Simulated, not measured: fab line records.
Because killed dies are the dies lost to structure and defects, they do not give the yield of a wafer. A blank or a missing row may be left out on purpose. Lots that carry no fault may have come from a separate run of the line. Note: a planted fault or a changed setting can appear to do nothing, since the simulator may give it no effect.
fab line records	flow n5Finfet
[record] lots = 11	wafers = 28	lastDay = 18
route steps=1938 shown WELL_APT@29 PMOS_HMC_CHANNEL_EPI@57 BEOL_M4@1111
lots that met no fault: from a run of the same line without faults
startH: start of the lot's first displayed wafer, in hours after the record's first day	waitH: hours elapsed since this lot's preceding step	" repeats the value in the row above	L1.1+2: one row covering several wafers at once	- no value present, or no start provided	* or withheld: withheld	< > ~ a bound
route shown NAME@n: a module of which the file shows steps, and the number in the route of the first	usual: average and standard deviation across the fault-free wafers	same: alike in all rows	chamber/n: place in a boat	sites: per-site readings	_std_site: the standard deviation of these	_edge_site: inner sites' mean taken away from outer sites' mean	radiusMm: how far each site lies from the wafer's centre	mask NAME#n: copy n	behind: tool/chamber where the wafer was last shaped	hold: what put the lot on hold/how long, in hours/how the hold closed	device: whichever transistor did not switch (one of n, p or np)	end of line: the route-end tests of the same wafers	a step without rows: its recipe alone	killed: at the first sort, the dies lost to defects and structure; wafer yield is something else	map: dies across one wafer; x = killed, . = not, _ = none there
set.NAME: setting as actually run; set.NAME@STEP: the setting as run at that earlier step	model.NAME: the simulator's own value behind a step, which no gauge read
one table for each step of the route and one row for each wafer, over a sample of lots
services: the hour from which a tool's chamber was out of use, counted from the record's first day as startH (under 0 if before that day), plus the number of hours and why
[[steps]]
[step N5_WELL_APT_OVL_MEAS_09]
[recipe] pointsPerWafer = 44
[usual] NWELL_OVL = -2/4.6
lot.wafer	tool	chamber	startH	waitH	NWELL_OVL[nm]
L539.1	overlay-02	0	13.89	0.0	-4
L539.2	"	0	"	"	4
L539.5	"	0	"	"	-2
L540.3	overlay-01	0	19.89	0.0	0
L540.4	"	0	"	"	-1
L540.5	"	0	"	"	1
L541.1	overlay-01	0	26.16	0.0	3
L541.2	"	0	"	"	7
L541.3	"	0	"	"	4
L542.3	overlay-01	0	31.71	0.0	1
L542.4	"	0	"	"	-1
L542.5	"	0	"	"	7
L544.3	overlay-02	0	43.84	0.0	0
L544.4	"	0	"	"	-3
L548.3	overlay-01	0	67.71	0.0	-7
L548.6	"	0	"	"	-3
L557.1	overlay-02	0	121.71	0.0	-2
L557.5	"	0	"	"	-8
L558.1	overlay-01	0	127.79	0.0	-5
L558.4	"	0	"	"	-5
L558.5	"	0	"	"	-6
L560.4	overlay-01	0	139.71	0.0	-2
L560.5	"	0	"	"	1
L561.1	overlay-01	0	145.84	0.0	-4
L561.3	"	0	"	"	0
L562.2	overlay-02	0	151.97	0.0	-5
L562.4	"	0	"	"	-3
L562.5	"	0	"	"	-3
[step N5_WELL_APT_INSPECT_10]
[recipe] mode = adi	inspectInstrument = macro
[usual] rawDefectCount = 2.0/1.4
lot.wafer	tool	chamber	startH	waitH	rawDefectCount
L539.1	defectInspect-02	-	13.91	0.0	3
L539.2	"	-	"	"	3
L539.5	"	-	"	"	4
L540.3	defectInspect-01	-	19.92	0.0	1
L540.4	"	-	"	"	1
L540.5	"	-	"	"	0
L541.1	defectInspect-02	-	26.18	0.0	0
L541.2	"	-	"	"	4
L541.3	"	-	"	"	4
L542.3	defectInspect-02	-	31.74	0.0	4
L542.4	"	-	"	"	3
L542.5	"	-	"	"	0
L544.3	defectInspect-02	-	43.86	0.0	0
L544.4	"	-	"	"	2
L548.3	defectInspect-02	-	67.74	0.0	1
L548.6	"	-	"	"	4
L557.1	defectInspect-02	-	121.73	0.0	4
L557.5	"	-	"	"	4
L558.1	defectInspect-01	-	127.81	0.0	2
L558.4	"	-	"	"	2
L558.5	"	-	"	"	1
L560.4	defectInspect-01	-	139.74	0.0	6
L560.5	"	-	"	"	1
L561.1	defectInspect-02	-	145.86	0.0	2
L561.3	"	-	"	"	1
L562.2	defectInspect-01	-	152.00	0.0	2
L562.4	"	-	"	"	3
L562.5	"	-	"	"	2
[step N5_WELL_APT_RTA_34]
[recipe] tempC = 1000	timeS = 10	ambient = N2	idleTempC = 600	rampUpCPerS = 150	rampDownCPerS = 60	coolToC = 600
[usual] lampPowerPct = 13.01/0.047	lamp_zone_1_pct = 13.00/0.033	lamp_zone_2_pct = 12.99/0.034	lamp_zone_3_pct = 12.99/0.031	lamp_zone_4_pct = 12.99/0.031	lamp_zone_5_pct = 12.99/0.032	lamp_zone_6_pct = 12.93/0.032	lamp_zone_7_pct = 13.424/0.029	wafer_temp_C_max = 1003.5/1.2
lot.wafer	tool	chamber	startH	waitH	lampPowerPct	lamp_zone_1_pct	lamp_zone_2_pct	lamp_zone_3_pct	lamp_zone_4_pct	lamp_zone_5_pct	lamp_zone_6_pct	lamp_zone_7_pct	wafer_temp_C_max
L539.1	rtpAnneal-01	0	16.06	0.0	12.98	12.97	13.01	13.01	13.00	13.06	12.88	13.389	1003.1
L539.2	"	0	"	"	12.97	12.97	12.94	12.99	13.03	12.97	12.93	13.438	1004.0
L539.5	"	0	"	"	12.93	13.04	13.02	12.93	12.93	12.99	12.88	13.392	1004.5
L540.3	rtpAnneal-01	0	22.05	0.1	13.01	13.00	12.99	13.00	12.98	12.96	13.00	13.481	1005.0
L540.4	"	0	"	"	12.93	12.94	12.92	13.00	12.95	12.96	12.88	13.456	1003.5
L540.5	"	0	"	"	12.95	13.06	13.03	12.98	12.95	12.95	12.96	13.389	1002.5
L541.1	rtpAnneal-02	0	28.20	0.0	13.06	12.96	12.99	13.03	13.01	13.06	12.92	13.445	1003.5
L541.2	"	0	"	"	13.10	12.96	13.03	12.98	13.01	12.97	12.96	13.431	1004.1
L541.3	"	0	"	"	13.07	12.99	12.96	13.00	13.02	12.95	12.96	13.445	1006.2
L542.3	rtpAnneal-01	0	34.10	0.1	13.25	13.22	13.28	13.26	13.23	13.25	13.17	13.714	1005.4
L542.4	"	0	"	"	13.01	12.99	13.04	13.03	13.03	13.02	12.90	13.428	1005.7
L542.5	"	0	"	"	12.98	12.95	13.01	12.92	12.95	12.95	12.90	13.394	1003.7
L544.3	rtpAnneal-01	0	46.04	0.1	13.28	13.35	13.24	13.24	13.24	13.23	13.13	13.633	1003.8
L544.4	"	0	"	"	13.00	12.98	12.97	13.04	13.02	12.93	12.94	13.406	1004.2
L548.3	rtpAnneal-01	0	70.25	0.2	13.19	13.23	13.23	13.22	13.22	13.21	13.20	13.682	1004.7
L548.6	"	0	"	"	13.29	13.31	13.25	13.20	13.22	13.25	13.17	13.684	1003.2
L557.1	rtpAnneal-01	0	123.90	0.0	12.95	13.02	12.97	12.98	13.02	12.99	12.92	13.414	1004.9
L557.5	"	0	"	"	13.05	12.99	13.04	12.97	13.00	13.01	12.92	13.432	1003.9
L558.1	rtpAnneal-02	0	129.76	0.0	13.01	12.96	13.03	13.01	13.04	13.00	12.95	13.371	1002.9
L558.4	"	0	"	"	13.01	13.00	12.96	12.98	13.01	13.03	12.92	13.435	1005.1
L558.5	"	0	"	"	13.00	12.97	12.95	12.95	13.05	13.01	12.86	13.422	1004.5
L560.4	rtpAnneal-01	0	142.58	0.3	12.95	13.02	13.02	12.99	12.96	12.97	12.84	13.408	1001.5
L560.5	"	0	"	"	13.05	12.94	13.05	12.96	12.97	13.02	12.91	13.449	1002.5
L561.1	rtpAnneal-01	0	148.00	0.2	12.96	12.94	13.01	12.99	12.96	12.98	12.92	13.431	1003.5
L561.3	"	0	"	"	13.09	13.00	12.97	13.00	12.95	13.03	12.90	13.435	1003.8
L562.2	rtpAnneal-01	0	154.02	0.1	12.91	12.99	12.99	12.98	12.97	13.00	12.91	13.424	1002.4
L562.4	"	0	"	"	12.98	12.96	13.02	13.02	12.99	13.02	12.96	13.441	1004.4
L562.5	"	0	"	"	13.00	12.99	12.97	12.98	13.02	12.97	12.93	13.365	1002.9
[step N5_PMOS_HMC_CHANNEL_EPI_HM_DEP_34]
[recipe] material = SiO2	targetThkA = 360	tempC = 400	precursor = TEOS/O2	pressureTorr = 6.5	rfW = 900	teosFlowSccm = 161.4	gas = O2	flowSccm = 2650	timeS = 6.9
[usual] chamberPressureTorr = 6.498/0.014	heaterPowerW = 554/59	rfFwdPowerW = 884/4.5	showerheadPlenumPTorr = 8.35/0.039	throttleValvePct = 18.3/0.84
lot.wafer	tool	chamber	startH	waitH	chamberPressureTorr	heaterPowerW	rfFwdPowerW	showerheadPlenumPTorr	throttleValvePct
L539.1	pecvd-03	1	16.97	0.0	6.497	568	878	8.37	17.5
L539.2	"	0	"	"	6.510	598	887	8.42	18.2
L539.5	"	2	"	"	6.519	500	883	8.40	19.1
L540.3	pecvd-02	2	22.94	0.0	6.486	602	884	8.30	18.3
L540.4	"	2	"	"	6.495	613	884	8.32	18.4
L540.5	"	0	"	"	6.486	470	887	8.32	19.0
L541.1	pecvd-04	1	29.11	0.0	6.493	509	880	8.29	17.7
L541.2	"	0	"	"	6.514	498	886	8.32	17.5
L541.3	"	0	"	"	6.507	506	890	8.32	17.5
L542.3	pecvd-02	1	35.17	0.0	6.487	667	871	8.36	19.7
L542.4	"	0	"	"	6.510	529	890	8.34	18.7
L542.5	"	2	"	"	6.479	594	889	8.31	18.4
L544.3	pecvd-04	1	47.77	0.0	6.505	581	879	8.28	17.8
L544.4	"	0	"	"	6.512	530	891	8.29	17.5
L548.3	pecvd-04	0	71.38	0.0	6.505	520	887	8.31	17.5
L548.6	"	0	"	"	6.510	530	890	8.31	17.5
L557.1	pecvd-03	0	124.81	0.0	6.497	542	889	8.40	18.4
L557.5	"	0	"	"	6.503	548	883	8.40	18.4
L558.1	pecvd-02	0	130.87	0.0	6.493	540	884	8.35	18.9
L558.4	"	1	"	"	6.469	620	877	8.35	19.6
L558.5	"	2	"	"	6.524	516	883	8.32	18.5
L560.4	pecvd-03	1	143.92	0.0	6.484	588	881	8.36	17.2
L560.5	"	2	"	"	6.504	522	881	8.37	19.0
L561.1	pecvd-03	2	149.03	0.0	6.479	443	888	8.40	18.9
L561.3	"	1	"	"	6.525	562	880	8.38	17.5
L562.2	pecvd-02	1	155.13	0.0	6.504	681	877	8.36	19.5
L562.4	"	0	"	"	6.496	568	891	8.32	18.6
L562.5	"	2	"	"	6.493	515	890	8.32	18.6
[step N5_BEOL_M4_RC_MEAS_101]
[usual] DIBL_N = 36.2/2.2	DIBL_P = 36.5/3	IOFF_N = 0.16/0.039	IOFF_P = 0.22/0.047	ION_N = 675/15	ION_P = 463/10	SS_N = 71.6/0.71	SS_P = 73.4/0.94	VT_N = 250/3.6	VT_P = -250/3.9
lot.wafer	tool	chamber	startH	waitH	DIBL_N[mV/V]	DIBL_P[mV/V]	IOFF_N[nA/um]	IOFF_P[nA/um]	ION_N[uA/um]	ION_P[uA/um]	SS_N[mV/dec]	SS_P[mV/dec]	VT_N[mV]	VT_P[mV]
L539.1	prober-01	0	161.40	0.0	32.5	32.4	0.11	0.16	650	452	70.7	72.4	252	-253
L539.2	"	0	"	"	36.8	37.7	0.20	0.25	690	468	71.8	74.1	241	-249
L539.5	"	0	"	"	35.2	36.3	0.17	0.22	677	463	71.6	72.6	247	-248
L540.3	prober-01	0	167.53	0.3	36.4	33.6	0.14	0.17	661	450	71.7	72.8	251	-255
L540.4	"	0	"	"	34.3	31.7	0.12	0.16	666	458	71.3	72.0	249	-254
L540.5	"	0	"	"	34.3	31.1	0.12	0.14	654	450	71.8	72.2	251	-253
L541.1	prober-02	0	169.20	0.0	35.0	34.9	0.13	0.22	644	451	71.5	73.5	255	-250
L541.2	"	0	"	"	34.3	32.9	0.11	0.16	654	455	70.7	72.8	255	-253
L541.3	"	0	"	"	33.8	33.2	0.13	0.18	670	464	70.5	73.0	250	-250
L542.3	prober-02	0	175.91	0.3	35.7	35.8	0.14	0.18	668	451	71.3	74.0	251	-253
L542.4	"	0	"	"	41.1	42.1	0.26	0.29	694	470	73.5	75.4	245	-249
L542.5	"	0	"	"	35.3	35.4	0.14	0.18	658	455	71.3	73.2	252	-255
L544.3	prober-01	0	189.52	0.3	35.3	35.3	0.14	0.23	661	461	70.6	73.4	249	-245
L544.4	"	0	"	"	37.7	37.4	0.18	0.25	690	473	71.3	72.9	246	-245
L548.3	prober-02	0	223.17	0.3	36.6	39.1	0.15	0.20	676	455	71.8	74.3	252	-254
L548.6	"	0	"	"	38.3	40.2	0.21	0.20	686	452	72.0	73.9	246	-253
L557.1	prober-02	0	285.12	0.1	35.0	32.9	0.14	0.19	659	457	71.0	71.6	251	-249
L557.5	"	0	"	"	40.5	40.7	0.26	0.32	702	479	73.5	74.1	244	-242
L560.4	prober-01	0	289.51	0.5	37.0	38.9	0.16	0.22	673	455	71.2	73.2	251	-252
L560.5	"	0	"	"	37.9	40.3	0.17	0.23	672	460	72.0	73.9	251	-250
L558.1	prober-02	0	289.62	0.0	32.2	32.2	0.12	0.19	669	476	70.6	71.6	251	-247
L558.4	"	0	"	"	35.6	35.7	0.16	0.24	678	466	71.2	72.7	248	-244
L558.5	"	0	"	"	36.5	37.0	0.18	0.29	686	475	71.6	73.8	244	-240
L561.1	prober-02	0	317.23	0.0	42.3	42.9	0.26	0.34	684	467	72.5	76.7	247	-246
L561.3	"	0	"	"	34.6	33.3	0.12	0.16	661	457	70.7	73.3	254	-255
L562.2	prober-01	0	321.09	0.2	34.2	36.4	0.15	0.21	678	460	71.5	74.1	248	-249
L562.4	"	0	"	"	36.0	37.1	0.18	0.22	682	462	71.9	73.2	246	-250
L562.5	"	0	"	"	32.6	33.2	0.12	0.17	665	457	71.3	72.6	251	-254
[[services]]
tool	chamber	startH	hours	kind
rtpAnneal-02	-	-2.86	3.3	pm
pecvd-02	0	3.51	5.5	scheduledDown
pecvd-04	2	21.12	-	clean
pecvd-04	2	21.12	-	consumableReplace:showerhead
pecvd-04	2	21.12	29.0	scheduledDown
pecvd-04	2	21.12	29.0	ventCycle
pecvd-02	-	39.72	1.8	repair
pecvd-03	1	53.56	-	calibration
pecvd-03	1	54.69	5.9	repair
pecvd-04	0	61.93	7.2	repair
pecvd-02	1	67.20	2.1	scheduledDown
pecvd-03	1	72.48	25.0	repair
pecvd-04	0	74.87	5.5	scheduledDown
pecvd-03	-	89.67	0.5	repair
pecvd-03	2	93.07	2.1	scheduledDown
pecvd-04	1	93.20	3.1	repair
pecvd-02	0	105.49	2.1	scheduledDown
pecvd-04	2	115.95	6.9	repair
[[key]]
[firstSign] step = N5_WELL_APT_RTA_34	reading = lamp_zone_1_pct	direction = up	sigmas = 8.7	usual = *	struck = *
[effect] step = N5_WELL_APT_RTA_34	reading = lamp_zone_7_pct	direction = up	sigmas = 8.6	usual = *	struck = *
metAt N5_WELL_APT_RTA_34
struckLots L542,L544,L548
struckWafers L542.3,L544.3,L548.3,L548.6
notActingAt N5_WELL_APT_OVL_MEAS_09,N5_WELL_APT_INSPECT_10,N5_PMOS_HMC_CHANNEL_EPI_HM_DEP_34
onsetBetween 22.05 34.10
[fault] kind = processParameterDrift	tool = rtpAnneal-01	chamber = -	onsetH = 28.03	steps = N5_WELL_APT_RTA_34	channel = timeS	offset = *	shape = step	endH = 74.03	scope = struckWafersOnly	actsIn = *	stated = *
